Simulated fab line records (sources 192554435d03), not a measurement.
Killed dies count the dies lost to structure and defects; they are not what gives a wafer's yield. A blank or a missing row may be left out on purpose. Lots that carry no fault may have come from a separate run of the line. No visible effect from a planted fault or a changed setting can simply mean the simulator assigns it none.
Chamber matching -- flow n5 finfet -- ald metal-02 running N5_MOL_CONTACT_COAG_ALD_20: 4 sister chambers
The step deposits TiN, target thk 1.5 nm, pulse time 1 s, purge time 3 s. 16 wafers are shown with their chamber, then 8 later ones without.

## WAFERS PAIRED WITH THEIR CHAMBERS
wafer,chamber,heater power w (W),precursor pulse height rel
L974.1,2,831,0.985
L974.2,3,821,0.999
L974.5,3,856,0.988
L977.2,2,851,0.991
L977.3,0,954,0.993
L977.6,0,956,0.983
L981.3,3,847,1.009
L981.4,2,858,1.020
L981.5,1,893,0.980
L985.2,0,973,0.991
L985.3,1,901,0.988
L985.5,3,834,1.043
L988.2,3,841,1.045
L988.3,1,855,0.993
L988.5,2,841,0.989
L990.1,3,854,0.980

SIGNATURES, as means of the wafers listed above
reading,chamber 0,chamber 1,chamber 2,chamber 3,scatter within a chamber
heater power w,961.00,883.00,845.25,842.17,15
precursor pulse height rel,0.98900,0.98700,0.99625,1.01067,0.0199
Rule: a wafer lies at a distance from a chamber equal to the root of the sum of squares, over the readings, of (its reading less the chamber's mean, divided by the reading's scatter). The wafer belongs to the nearest chamber; if the next one is less than 2 further off, it can't be placed. The scatter is the square root of a quotient: the sum, over the shown wafers, of each reading's squared deviation from its chamber's mean, divided by wafers minus chambers.

## WAFERS WITHOUT THEIR CHAMBER
wafer,heater power w (W),precursor pulse height rel
L990.2,974,0.988
L990.3,871,0.979
L994.1,830,0.982
L994.2,954,0.980
L994.4,862,1.004
L995.2,948,0.969
L995.4,826,0.992
L995.5,876,1.008

## CHAMBER TAKEN BY EACH
wafer,from the rows above,in truth
L990.2,0,0
L990.3,can't be placed: 1 or 2 or 3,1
L994.1,can't be placed: 2 or 3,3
L994.2,0,0
L994.4,can't be placed: 2 or 3 or 1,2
L995.2,0,0
L995.4,can't be placed: 2 or 3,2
L995.5,can't be placed: 1 or 2 or 3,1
3 of 8 placed correctly. Unplaceable from these rows: 5, with the true chamber sitting among the candidates in 5. Placed wrongly: 0.
